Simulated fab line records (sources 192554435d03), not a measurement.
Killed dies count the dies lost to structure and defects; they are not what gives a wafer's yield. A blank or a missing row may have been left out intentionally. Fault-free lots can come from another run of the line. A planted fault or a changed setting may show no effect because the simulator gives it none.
Chamber matching ; flow n5_finfet ; N5_SDB_HM_DEP_00 on pecvd-04: 3 sister chambers
The step deposits SiNx from SiH4/NH3/N2, target thk 40 nm, time 35.3 s. 6 wafers are shown with their chamber, then 10 later ones without.

## WAFERS WITH THEIR CHAMBER
wafer;chamber;throttle_valve_pct (%);showerhead_plenum_p_Torr (Torr)
L081.6;1;41.9;5.08
L085.4;0;43.6;5.21
L085.5;2;39.8;5.18
L085.6;1;41.7;5.09
L086.2;0;44.1;5.22
L086.4;2;39.9;5.18

## WAFERS WITHOUT THEIR CHAMBER
wafer;throttle_valve_pct (%);showerhead_plenum_p_Torr (Torr)
L086.6;41.8;5.09
L089.1;41.9;5.08
L089.3;40.0;5.18
L089.4;40.0;5.19
L092.2;40.2;5.19
L092.4;41.7;5.10
L092.6;39.7;5.20
L096.2;41.7;5.10
L096.3;43.5;5.22
L096.5;44.0;5.21

## THE CHAMBER EACH PASSED THROUGH
wafer;from the rows above;in truth
L086.6;1;1
L089.1;1;1
L089.3;2;2
L089.4;2;2
L092.2;2;2
L092.4;1;1
L092.6;2;2
L096.2;1;1
L096.3;0;0
L096.5;0;0
Correctly placed: 10 of 10. Not placeable from these rows: 0. Placed wrongly: 0.
How it was worked out, from the rows above alone: a wafer's distance from a chamber is the root of the sum, over the readings, of the square of ((its reading less the chamber's mean) divided by the reading's scatter). If the next closest chamber is less than 2 further off than the closest, the wafer can't be placed; otherwise it belongs to the closest. For every chamber, the mean is computed from those of its wafers that are shown. The scatter: take each reading less its chamber's mean, square it, sum over the shown wafers, divide by the number of wafers less the number of chambers, and take the root.
